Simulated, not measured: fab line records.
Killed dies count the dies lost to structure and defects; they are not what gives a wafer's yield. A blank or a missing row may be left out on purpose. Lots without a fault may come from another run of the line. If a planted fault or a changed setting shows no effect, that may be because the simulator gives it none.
fab line records    flow nand_harc
[record] lots = 6  wafers = 18  last_day = 24
route steps=1159 shown A_BONDPAD@1068 END@1159
lots that met no fault: taken from a fault-free run of the same line
start_h: hours from the record's first day to the start of the lot's first wafer shown    wait_h: how many hours have passed since the lot's step before this one    " as in the row above    L1.1+2: a row that stands for several wafers    - value missing, or start not given    * or withheld: withheld    < > ~ a bound
route shown NAME@n: names a module that has steps shown in the file, with the first one's number in the route    usual: average and standard deviation across the fault-free wafers    same: alike in all rows    chamber/n: place in a boat    sites: readings site by site    _std_site: standard deviation across them    _edge_site: inner sites' mean taken away from outer sites' mean    radius_mm: for every site, how far away it sits from the centre of the wafer    mask NAME#n: copy n    behind: tool/chamber where the wafer was last shaped    hold: why the lot was held/for how many hours/how that ended    device: names the non-switching transistor (n, p or np)    end of line: tests of these same wafers at the route's end    a step given without rows: its recipe and nothing more    killed: the dies lost at the first sort to structure and to defects; this is not the yield of the wafer    map: a wafer's dies, marking killed ones x, the rest . and places with no die _
set.NAME: the run value of the setting; set.NAME@STEP: its run value at that earlier step    model.NAME: the simulator's own value behind a step, which no gauge read
lots seen at some steps along the route; tables by step, rows by wafer
services: from which hour (start_h, from the record's first day; less than 0 if before it) a tool's chamber was out of use, for how many hours, and why
[[steps]]
[step NHARC_A_BONDPAD_EBR_05]
[step NHARC_A_BONDPAD_EXPOSE_06]
[recipe] na = 0.55  dose_mj = 36.99  mask_id = A_BPAD
[step NHARC_A_BONDPAD_PEB_07]
[recipe] peb_temp_c = 128  peb_time_s = 80
[step NHARC_A_BONDPAD_DEVELOP_08]
[recipe] time_s = 50  dev_temp_c = 22
[step NHARC_A_BONDPAD_CD_MEAS_09]
[recipe] target_cd_nm = 500  landing_energy_ev = 500
[usual] cd_nm = 498.6/2.2
lot.wafer  tool       chamber  start_h  wait_h  cd_nm
L159.1     cd_sem-03  0        431.76   -       499.7
L159.2     "          0        "        "       502.3
L159.6     "          0        "        "       497.9
L161.3     cd_sem-01  0        437.94   -       498.2
L161.4     "          0        "        "       499.4
L161.5     "          0        "        "       497.1
L165.2     cd_sem-02  0        465.42   -       495.0
L165.4     "          0        "        "       498.0
L165.5     "          0        "        "       496.3
L166.2     cd_sem-02  0        470.55   -       499.7
L166.4     "          0        "        "       496.2
L166.6     "          0        "        "       498.0
L177.3     cd_sem-01  0        527.88   -       498.3
L177.4     "          0        "        "       495.7
L177.6     "          0        "        "       497.4
L178.1     cd_sem-02  0        532.62   -       497.9
L178.3     "          0        "        "       496.5
L178.5     "          0        "        "       497.3
[step NHARC_A_BONDPAD_OVL_MEAS_35]
[usual] overlay_x_nm = -3/6.5  overlay_y_nm = -1/5.9
lot.wafer  tool        chamber  start_h  wait_h  overlay_x_nm  overlay_y_nm
L159.1     overlay-01  -        431.85   -       2             -9
L159.2     "           -        "        "       2             -10
L159.6     "           -        "        "       1             -10
L161.3     overlay-01  -        438.03   -       -9            6
L161.4     "           -        "        "       -8            7
L161.5     "           -        "        "       -9            7
L165.2     overlay-02  -        465.51   -       -9            2
L165.4     "           -        "        "       -10           1
L165.5     "           -        "        "       -10           1
L166.2     overlay-02  -        470.64   -       -13           -4
L166.4     "           -        "        "       -13           -3
L166.6     "           -        "        "       -14           -3
L177.3     overlay-02  -        527.97   -       -3            -4
L177.4     "           -        "        "       -3            -4
L177.6     "           -        "        "       -3            -4
L178.1     overlay-01  -        532.71   -       -6            4
L178.3     "           -        "        "       -7            4
L178.5     "           -        "        "       -6            4
[step NHARC_A_BONDPAD_HARDBAKE_10]
[recipe] temp_c = 118  time_s = 65
[step NHARC_A_BONDPAD_DESCUM_11]
[recipe] time_s = 3  o2_flow_sccm = 200  ar_flow_sccm = 0  bias_power_w = 0  chemistry = O2
[usual] drypump_motor_current_A = 5.57/0.29  oes_product_au = 1.001/0.0077  rf_vpp_V = 57.9/0.82  showerhead_plenum_p_Torr = 1.95/0.081  throttle_valve_pct = 11.311/0.0092
lot.wafer  tool         chamber  start_h  wait_h  drypump_motor_current_A  oes_product_au  rf_hours_counter_h  rf_vpp_V  showerhead_plenum_p_Torr  throttle_valve_pct
L159.1     rie_diel-03  1        431.98   -       5.22                     1.007           1                   56.7      1.82                      11.310
L159.2     "            0        "        "       5.64                     1.000           1                   57.5      1.94                      11.325
L159.6     "            1        "        "       5.23                     0.992           -                   56.4      1.82                      11.312
L161.3     rie_diel-03  2        438.17   -       5.66                     1.003           1                   57.1      2.02                      11.324
L161.4     "            3        "        "       5.74                     0.995           1                   57.3      2.03                      11.315
L161.5     "            1        "        "       5.23                     0.988           -                   57.5      1.82                      11.323
L165.2     rie_diel-12  3        465.63   -       5.26                     1.006           15                  57.7      2.00                      11.315
L165.4     "            0        "        "       5.35                     1.014           13                  59.2      1.89                      11.321
L165.5     "            0        "        "       5.36                     1.010           -                   56.8      1.89                      11.299
L166.4     rie_diel-03  0        470.77   -       5.57                     1.001           3                   56.1      1.94                      11.304
L166.2     "            1        "        "       5.24                     0.994           3                   58.3      1.82                      11.311
L166.6     "            0        "        "       5.62                     1.005           -                   57.9      1.94                      11.300
L177.3     rie_diel-03  2        528.10   -       5.65                     1.000           6                   60.1      2.02                      11.307
L177.4     "            3        "        "       5.73                     1.002           5                   58.0      2.03                      11.303
L177.6     "            2        "        "       5.62                     1.004           -                   58.5      2.02                      11.316
L178.1     rie_diel-03  0        532.83   -       5.62                     0.999           5                   58.5      1.94                      11.299
L178.3     "            1        "        "       5.21                     0.997           5                   58.1      1.82                      11.299
L178.5     "            1        "        "       5.21                     0.993           -                   57.3      1.82                      11.326
[step NHARC_A_BONDPAD_ETCH_34]
[recipe] target_depth_a = 600  overetch_a = 180  time_s = 65.91  ion_energy_ev = 200  n2_flow_sccm = 150  h2_flow_sccm = 150  ar_flow_sccm = 0  rf_w = 400  bias_w = 150  chemistry = N2/H2
[usual] bias_w = 150.0/0.44  chamber_pressure_mTorr = 29.997/0.029  drypump_motor_current_A = 5.62/0.29  oes_product_au = 1.000/0.0072  rf_fwd_power_W = 396.4/1.7  rf_vpp_V = 432.0/2.4  showerhead_plenum_p_Torr = 2.09/0.085  throttle_valve_pct = 14.172/0.0089
lot.wafer  tool         chamber  start_h  wait_h  bias_w  chamber_pressure_mTorr  drypump_motor_current_A  oes_product_au  rf_fwd_power_W  rf_hours_counter_h  rf_vpp_V  showerhead_plenum_p_Torr  throttle_valve_pct
L159.2     rie_diel-03  0        432.07   0.1     149.8   29.944                  5.60                     1.001           394.0           1                   430.9     2.07                      14.171
L159.1     "            2        "        "       149.4   30.019                  5.67                     1.005           396.8           1                   433.5     2.16                      14.171
L159.6     "            3        "        "       149.8   29.981                  5.79                     1.002           398.3           -                   433.7     2.17                      14.179
L161.4     rie_diel-03  1        438.25   0.1     150.5   29.943                  5.24                     0.985           396.5           1                   427.9     1.94                      14.180
L161.3     "            2        "        "       149.6   30.007                  5.66                     1.003           397.9           1                   434.2     2.16                      14.178
L161.5     "            0        "        "       149.4   30.016                  5.61                     0.989           395.8           -                   431.9     2.07                      14.180
L165.4     rie_diel-12  1        465.72   0.1     150.2   30.004                  6.21                     1.006           399.2           13                  433.6     2.11                      14.176
L165.2     "            3        "        "       149.8   30.002                  5.26                     1.005           393.5           15                  431.9     2.13                      14.173
L165.5     "            2        "        "       150.5   29.972                  6.30                     1.004           395.2           -                   435.0     2.17                      14.169
L166.4     rie_diel-03  3        470.85   0.1     149.9   29.995                  5.76                     0.999           399.3           3                   434.7     2.17                      14.166
L166.2     "            2        "        "       150.3   29.998                  5.66                     1.011           398.3           3                   434.3     2.16                      14.173
L166.6     "            3        "        "       150.2   30.023                  5.79                     1.000           401.4           -                   432.3     2.16                      14.159
L177.3     rie_diel-03  3        528.18   0.1     150.1   29.957                  5.78                     1.007           397.3           5                   432.8     2.16                      14.157
L177.4     "            1        "        "       149.9   30.023                  5.23                     1.001           396.6           5                   427.9     1.94                      14.167
L177.6     "            2        "        "       150.1   30.081                  5.64                     1.008           396.9           -                   434.4     2.16                      14.185
L178.1     rie_diel-03  3        532.93   0.1     149.6   29.968                  5.74                     1.001           399.1           6                   434.7     2.16                      14.161
L178.3     "            0        "        "       149.7   29.954                  5.59                     0.989           395.1           5                   431.0     2.07                      14.188
L178.5     "            1        "        "       150.0   29.962                  5.25                     0.993           394.8           -                   427.3     1.94                      14.173
[step NHARC_A_BONDPAD_ETCH_12]
[recipe] target_depth_a = 2200  time_s = 110  chf3_flow_sccm = 50  o2_flow_sccm = 10  ar_flow_sccm = 200  rf_w = 500  bias_w = 200  chemistry = CHF3/O2
[usual] bias_w = 200.0/0.59  chamber_pressure_mTorr = 24.998/0.02  drypump_motor_current_A = 5.60/0.3  oes_product_au = 0.948/0.022  rf_fwd_power_W = 496.8/1.7  rf_vpp_V = 371.6/2.2  showerhead_plenum_p_Torr = 2.45/0.097  throttle_valve_pct = 20.572/0.0093
lot.wafer  tool         chamber  start_h  wait_h  bias_w  chamber_pressure_mTorr  drypump_motor_current_A  oes_product_au  rf_fwd_power_W  rf_hours_counter_h  rf_vpp_V  showerhead_plenum_p_Torr  throttle_valve_pct
L159.1     rie_diel-03  2        -        -       201.2   25.013                  5.66                     0.956           499.7           1                   373.7     2.53                      20.581
L159.2     "            0        "        "       199.6   24.987                  5.65                     0.978           496.1           1                   372.4     2.44                      20.597
L159.6     "            1        "        "       199.7   25.014                  5.25                     0.962           496.2           -                   367.4     2.29                      20.574
L161.3     rie_diel-03  3        -        -       200.2   24.974                  5.72                     0.984           497.4           1                   372.4     2.54                      20.557
L161.4     "            0        "        "       199.5   25.007                  5.61                     0.955           497.8           1                   370.7     2.44                      20.565
L161.5     "            0        "        "       200.0   24.977                  5.58                     0.959           498.4           -                   371.1     2.44                      20.587
L165.2     rie_diel-12  0        -        -       199.5   24.985                  5.36                     0.918           495.5           13                  369.8     2.37                      20.573
L165.4     "            1        "        "       199.4   24.964                  6.23                     0.920           495.8           13                  372.3     2.48                      20.568
L165.5     "            2        "        "       199.9   24.985                  6.28                     0.919           496.5           -                   373.0     2.55                      20.583
L166.2     rie_diel-03  2        -        -       199.8   25.018                  5.64                     0.974           496.2           3                   373.0     2.53                      20.575
L166.4     "            0        "        "       200.7   25.006                  5.59                     0.955           496.4           3                   371.0     2.44                      20.564
L166.6     "            2        "        "       200.2   25.051                  5.64                     0.976           494.6           -                   372.4     2.53                      20.563
L177.3     rie_diel-03  3        -        -       199.1   24.989                  5.74                     0.918           497.7           5                   374.9     2.54                      20.576
L177.4     "            0        "        "       200.3   25.020                  5.60                     0.923           495.9           5                   371.1     2.43                      20.565
L177.6     "            3        "        "       199.0   25.003                  5.78                     0.922           497.2           -                   373.8     2.54                      20.587
L178.1     rie_diel-03  3        -        -       199.6   24.989                  5.71                     0.973           498.0           6                   372.5     2.54                      20.562
L178.3     "            0        "        "       200.1   24.991                  5.63                     0.965           495.3           5                   373.0     2.43                      20.572
L178.5     "            3        "        "       200.4   24.991                  5.74                     0.975           496.4           -                   373.0     2.54                      20.571
[step NHARC_A_BONDPAD_CD_MEAS_13]
[usual] cd_nm = 497.9/2.4
lot.wafer  tool       chamber  start_h  wait_h  cd_nm
L159.1     cd_sem-01  -        432.29   -       498.7
L159.2     "          -        "        "       502.0
L159.6     "          -        "        "       497.8
L161.3     cd_sem-03  -        438.48   -       497.8
L161.4     "          -        "        "       498.9
L161.5     "          -        "        "       496.1
L165.2     cd_sem-03  -        465.95   -       493.3
L165.4     "          -        "        "       496.6
L165.5     "          -        "        "       495.4
L166.2     cd_sem-01  -        471.08   -       498.7
L166.4     "          -        "        "       496.4
L166.6     "          -        "        "       497.6
L177.3     cd_sem-03  -        528.41   -       498.4
L177.4     "          -        "        "       495.2
L177.6     "          -        "        "       497.2
L178.1     cd_sem-01  -        533.15   -       498.1
L178.3     "          -        "        "       496.2
L178.5     "          -        "        "       495.9
[step NHARC_A_BONDPAD_STRIP_15]
[recipe] o2_flow_sccm = 500  ar_flow_sccm = 0  bias_w = 0  chemistry = O2
[usual] drypump_motor_current_A = 5.60/0.3  oes_product_au = 0.998/0.0078  rf_vpp_V = 57.9/0.93  showerhead_plenum_p_Torr = 3.60/0.14  throttle_valve_pct = 17.037/0.0094
lot.wafer  tool         chamber  start_h  wait_h  drypump_motor_current_A  oes_product_au  rf_hours_counter_h  rf_vpp_V  showerhead_plenum_p_Torr  throttle_valve_pct
L159.1     rie_diel-03  3        432.37   0.1     5.77                     1.004           1                   58.2      3.73                      17.043
L159.2     "            2        "        "       5.65                     1.002           1                   58.5      3.71                      17.027
L159.6     "            3        "        "       5.75                     1.012           -                   57.1      3.72                      17.029
L161.4     rie_diel-03  2        438.56   0.1     5.63                     1.012           1                   56.9      3.71                      17.036
L161.3     "            0        "        "       5.60                     0.997           1                   57.1      3.58                      17.042
L161.5     "            1        "        "       5.22                     1.010           -                   55.9      3.37                      17.042
L165.4     rie_diel-03  2        466.04   0.1     5.64                     1.000           3                   58.6      3.71                      17.027
L165.2     "            0        "        "       5.62                     1.003           2                   58.3      3.58                      17.042
L165.5     "            1        "        "       5.23                     0.983           -                   57.8      3.37                      17.039
L166.4     rie_diel-03  1        471.16   0.1     5.25                     0.977           3                   56.6      3.37                      17.048
L166.2     "            3        "        "       5.75                     0.997           3                   58.0      3.72                      17.031
L166.6     "            2        "        "       5.64                     1.006           -                   57.8      3.71                      17.033
L177.3     rie_diel-03  2        528.49   0.1     5.66                     0.999           6                   57.4      3.71                      17.032
L177.4     "            3        "        "       5.73                     0.996           5                   58.1      3.72                      17.051
L177.6     "            2        "        "       5.67                     1.003           -                   59.9      3.71                      17.040
L178.3     rie_diel-03  0        533.24   0.1     5.65                     0.993           5                   58.2      3.58                      17.037
L178.1     "            2        "        "       5.63                     0.991           6                   57.2      3.71                      17.052
L178.5     "            0        "        "       5.61                     0.992           -                   59.2      3.58                      17.036
[step NHARC_A_BONDPAD_ETCH_24]
[recipe] target_depth_a = 300  over_etch_frac = 0.3  time_s = 72.99  ion_energy_ev = 150  cf4_flow_sccm = 50  n2_flow_sccm = 100  ar_flow_sccm = 150  rf_w = 300  bias_w = 100  chemistry = CF4/N2
[usual] bias_w = 99.98/0.29  cf4_flow_sccm = 50.01/0.14  drypump_motor_current_A = 5.58/0.29  oes_product_au = 1.000/0.0085  rf_fwd_power_W = 297.5/1.1  rf_vpp_V = 314.9/1.9  showerhead_plenum_p_Torr = 2.67/0.11  throttle_valve_pct = 19.794/0.01
lot.wafer  tool         chamber  start_h  wait_h  bias_w  cf4_flow_sccm  drypump_motor_current_A  oes_product_au  rf_fwd_power_W  rf_hours_counter_h  rf_vpp_V  showerhead_plenum_p_Torr  throttle_valve_pct
L159.2     rie_diel-03  3        432.52   -       99.62   50.09          5.75                     1.012           297.8           1                   316.6     2.77                      19.789
L159.1     "            1        "        "       100.25  50.12          5.21                     1.001           298.2           1                   313.2     2.50                      19.785
L159.6     "            3        "        "       100.06  50.15          5.75                     1.005           298.0           -                   316.1     2.77                      19.795
L161.3     rie_diel-03  0        438.70   -       99.59   50.20          5.62                     0.992           296.3           1                   314.8     2.66                      19.803
L161.4     "            1        "        "       99.82   49.96          5.21                     0.989           298.9           1                   311.9     2.50                      19.789
L161.5     "            1        "        "       100.56  50.08          5.23                     0.985           297.5           -                   311.7     2.50                      19.769
L165.4     rie_diel-03  2        466.17   -       99.60   49.83          5.64                     1.000           296.3           3                   315.1     2.77                      19.783
L165.2     "            0        "        "       99.67   50.05          5.64                     0.988           296.2           2                   314.7     2.66                      19.811
L165.5     "            2        "        "       99.74   49.96          5.68                     1.003           299.0           -                   316.0     2.77                      19.768
L166.2     rie_diel-03  1        471.32   -       100.59  49.86          5.23                     1.005           295.6           3                   311.9     2.50                      19.784
L166.4     "            2        "        "       100.09  50.00          5.64                     1.006           296.3           3                   316.2     2.76                      19.794
L166.6     "            3        "        "       99.59   50.21          5.75                     1.005           298.1           -                   315.7     2.77                      19.793
L177.3     rie_diel-03  0        528.63   -       -       -              -                        -               -               -                   -         -                         -
L177.4     "            3        "        "       -       -              -                        -               -               -                   -         -                         -
L177.6     "            1        "        "       -       -              -                        -               -               -                   -         -                         -
L178.1     rie_diel-03  2        533.39   -       -       -              -                        -               -               -                   -         -                         -
L178.3     "            3        "        "       -       -              -                        -               -               -                   -         -                         -
L178.5     "            0        "        "       -       -              -                        -               -               -                   -         -                         -
[step NHARC_A_BONDPAD_STRIP_16]
[recipe] time_s = 600  temp_c = 30  chemistry = post_etch_residue_remover
[step NHARC_END_SORT_01]
[recipe] temp_c = 25
[usual] defect_limited_yield = 95.2/1.3  killed_at_array = 29/9.4  killed_at_other = 0.7/1.3  killed_at_periphery = 2.9/2.1  killed_dies = 32/9  killed_open = 3.3/1.8  killed_short = 1.9/1.4  sort_bin_2_pct = 1.4/0.53  sort_bin_3_pct = 0.28/0.21  sort_bin_4_pct = 3.1/0.91  sort_n_pass = 645/9  sort_rim_yield_pct = 97.4/1.7  sort_yield_pct = 95.2/1.3
[same] gross_dies = 677  sort_bin_5_pct[%] = 0  sort_bin_6_pct[%] = 0  sort_bin_7_pct[%] = 0  sort_bin_8_pct[%] = 0  sort_rim_n_gross = 106.00
lot.wafer  tool       chamber  start_h  wait_h  defect_limited_yield[%]  killed_at_array  killed_at_other  killed_at_periphery  killed_dies  killed_open  killed_short  sort_bin_2_pct[%]  sort_bin_3_pct[%]  sort_bin_4_pct[%]  sort_n_pass  sort_rim_yield_pct[%]  sort_yield_pct[%]
L178.1     prober-01  0        571.44   2.5     0                        674              0                3                    677          1            0             94.2               0.89               4.9                0            0                      0
L178.3     prober-01  0        573.04   3.1     0                        676              0                1                    677          1            2             94.2               0.30               5.5                0            0                      0
L178.5     prober-01  0        574.64   3.7     0                        674              0                3                    677          4            1             94.8               0.44               4.7                0            0                      0
L177.3     prober-02  0        572.91   3.1     0                        676              0                1                    677          3            1             97.8               0.30               1.9                0            0                      0
L177.4     prober-02  0        573.71   3.4     0                        676              0                1                    677          3            0             97.5               0.44               2.1                0            0                      0
L177.6     prober-02  0        575.31   4.0     0                        675              0                2                    677          4            2             95.6               0.15               4.3                0            0                      0
// killed by level:class
L178.1 A_BONDPAD:area_etch=622 A_CHANNEL_HOLE_D1:chamber_film_flake=28 A_SLIT:chamber_film_flake=22 A_M0:geometric_particle:open=1 P_ZERO_WELL:chamber_film_flake=1 P_STI:chamber_film_flake=1 P_GATE:chamber_film_flake=1 A_WL_FILL:chamber_film_flake=1
L177.3 A_BONDPAD:area_etch=648 A_CHANNEL_HOLE_D1:chamber_film_flake=23 P_GATE:geometric_particle:open=1 A_CONTACT:geometric_particle:open=1 A_M1:geometric_particle:short=1 A_M1:geometric_particle:open=1 A_STAIRCASE:chamber_film_flake=1 A_CONTACT:chamber_film_flake=1
L178.3 A_BONDPAD:area_etch=624 A_CHANNEL_HOLE_D1:chamber_film_flake=24 A_SLIT:chamber_film_flake=24 P_GATE:geometric_particle:open=1 A_CHANNEL_FILL_D1:geometric_particle:short=1 A_M0:geometric_particle:short=1 A_STAIRCASE:chamber_film_flake=1 A_CONTACT:chamber_film_flake=1
L177.4 A_BONDPAD:area_etch=650 A_CHANNEL_HOLE_D1:chamber_film_flake=14 A_CONTACT:chamber_film_flake=5 A_STAIRCASE:chamber_film_flake=2 A_WL_FILL:chamber_film_flake=2 P_GATE:geometric_particle:open=1 A_CHANNEL_HOLE_D1:geometric_particle:open=1 A_CONTACT:geometric_particle:open=1
L178.5 A_BONDPAD:area_etch=626 A_CHANNEL_HOLE_D1:chamber_film_flake=24 A_SLIT:chamber_film_flake=20 P_ZERO_WELL:chamber_film_flake=2 P_M1:geometric_particle:open=1 A_CHANNEL_HOLE_D1:geometric_particle:open=1 A_SGD_CUT:geometric_particle:open=1 A_BLC:geometric_particle:open=1
L177.6 A_BONDPAD:area_etch=634 A_CHANNEL_HOLE_D1:chamber_film_flake=30 A_ZERO_WELL:chamber_film_flake=3 A_CONTACT:chamber_film_flake=3 A_CONTACT:geometric_particle:short=2 P_STI:geometric_particle:open=1 P_M0:geometric_particle:open=1 A_CHANNEL_FILL_D1:geometric_particle:open=1
// map L177.3 (x killed, . not)
____________x____________
_________xxxxxxx_________
_______xxxxxxxxxxx_______
______xxxxxxxxxxxxx______
_____xxxxxxxxxxxxxxx_____
____xxxxxxxxxxxxxxxxx____
____xxxxxxxxxxxxxxxxx____
___xxxxxxxxxxxxxxxxxxx___
___xxxxxxxxxxxxxxxxxxx___
__xxxxxxxxxxxxxxxxxxxxx__
__xxxxxxxxxxxxxxxxxxxxx__
_xxxxxxxxxxxxxxxxxxxxxxx_
_xxxxxxxxxxxxxxxxxxxxxxx_
_xxxxxxxxxxxxxxxxxxxxxxx_
_xxxxxxxxxxxxxxxxxxxxxxx_
_xxxxxxxxxxxxxxxxxxxxxxx_
xxxxxxxxxxxxxxxxxxxxxxxxx
xxxxxxxxxxxxxxxxxxxxxxxxx
xxxxxxxxxxxxxxxxxxxxxxxxx
xxxxxxxxxxxxxxxxxxxxxxxxx
xxxxxxxxxxxxxxxxxxxxxxxxx
_xxxxxxxxxxxxxxxxxxxxxxx_
_xxxxxxxxxxxxxxxxxxxxxxx_
_xxxxxxxxxxxxxxxxxxxxxxx_
_xxxxxxxxxxxxxxxxxxxxxxx_
_xxxxxxxxxxxxxxxxxxxxxxx_
__xxxxxxxxxxxxxxxxxxxxx__
__xxxxxxxxxxxxxxxxxxxxx__
___xxxxxxxxxxxxxxxxxxx___
___xxxxxxxxxxxxxxxxxxx___
____xxxxxxxxxxxxxxxxx____
____xxxxxxxxxxxxxxxxx____
_____xxxxxxxxxxxxxxx_____
______xxxxxxxxxxxxx______
_______xxxxxxxxxxx_______
_________xxxxxxx_________
____________x____________
// map L178.1 (x killed, . not)
____________x____________
_________xxxxxxx_________
_______xxxxxxxxxxx_______
______xxxxxxxxxxxxx______
_____xxxxxxxxxxxxxxx_____
____xxxxxxxxxxxxxxxxx____
____xxxxxxxxxxxxxxxxx____
___xxxxxxxxxxxxxxxxxxx___
___xxxxxxxxxxxxxxxxxxx___
__xxxxxxxxxxxxxxxxxxxxx__
__xxxxxxxxxxxxxxxxxxxxx__
_xxxxxxxxxxxxxxxxxxxxxxx_
_xxxxxxxxxxxxxxxxxxxxxxx_
_xxxxxxxxxxxxxxxxxxxxxxx_
_xxxxxxxxxxxxxxxxxxxxxxx_
_xxxxxxxxxxxxxxxxxxxxxxx_
xxxxxxxxxxxxxxxxxxxxxxxxx
xxxxxxxxxxxxxxxxxxxxxxxxx
xxxxxxxxxxxxxxxxxxxxxxxxx
xxxxxxxxxxxxxxxxxxxxxxxxx
xxxxxxxxxxxxxxxxxxxxxxxxx
_xxxxxxxxxxxxxxxxxxxxxxx_
_xxxxxxxxxxxxxxxxxxxxxxx_
_xxxxxxxxxxxxxxxxxxxxxxx_
_xxxxxxxxxxxxxxxxxxxxxxx_
_xxxxxxxxxxxxxxxxxxxxxxx_
__xxxxxxxxxxxxxxxxxxxxx__
__xxxxxxxxxxxxxxxxxxxxx__
___xxxxxxxxxxxxxxxxxxx___
___xxxxxxxxxxxxxxxxxxx___
____xxxxxxxxxxxxxxxxx____
____xxxxxxxxxxxxxxxxx____
_____xxxxxxxxxxxxxxx_____
______xxxxxxxxxxxxx______
_______xxxxxxxxxxx_______
_________xxxxxxx_________
____________x____________
[[services]]
tool         chamber  start_h  hours  kind
rie_diel-12  0        412.96   -      clean
rie_diel-12  1        412.96   -      clean
rie_diel-12  2        412.96   -      clean
rie_diel-12  3        412.96   -      clean
rie_diel-03  0        425.80   -      clean
rie_diel-03  1        425.80   -      clean
rie_diel-03  2        425.80   -      clean
rie_diel-03  3        425.80   -      clean
rie_diel-03  0        450.30   -      clean
rie_diel-03  1        450.30   -      clean
rie_diel-03  2        450.30   -      clean
rie_diel-03  3        450.30   -      clean
rie_diel-03  0        474.80   -      clean
rie_diel-03  1        474.80   -      clean
rie_diel-03  2        474.80   -      clean
rie_diel-03  3        474.80   -      clean
rie_diel-03  0        499.30   -      clean
rie_diel-03  1        499.30   -      clean
rie_diel-03  2        499.30   -      clean
rie_diel-03  3        499.30   -      clean
rie_diel-03  0        523.80   -      clean
rie_diel-03  1        523.80   -      clean
rie_diel-03  2        523.80   -      clean
rie_diel-03  3        523.80   -      clean
[[key]]
[first_sign] step = NHARC_A_BONDPAD_ETCH_24  reading = tool_record  direction = missing
[effect] step = NHARC_END_SORT_01  reading = sort_bin_2_pct  direction = up  sigmas = 99+  usual = 1.4  struck = 95.7
[more_kills_born_at] NHARC_A_BONDPAD_ETCH_24@rie_diel-03 = 3804
met_at NHARC_A_BONDPAD_ETCH_24
struck_wafers L177.3,L177.4,L177.6,L178.1,L178.3,L178.5
later_rows_left_out L177.3,L177.4,L177.6,L178.1,L178.3,L178.5
onset_between 471.32 528.63
[fault] kind = skipped_step_whole  tool = rie_diel-03  chamber = -  onset_h = 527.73  steps = NHARC_A_BONDPAD_ETCH_24  scope = struck_lots_only
// later_rows_left_out: the simulator's readings of these wafers behind a module that went badly wrong aren't trusted and aren't shown, but for the sort
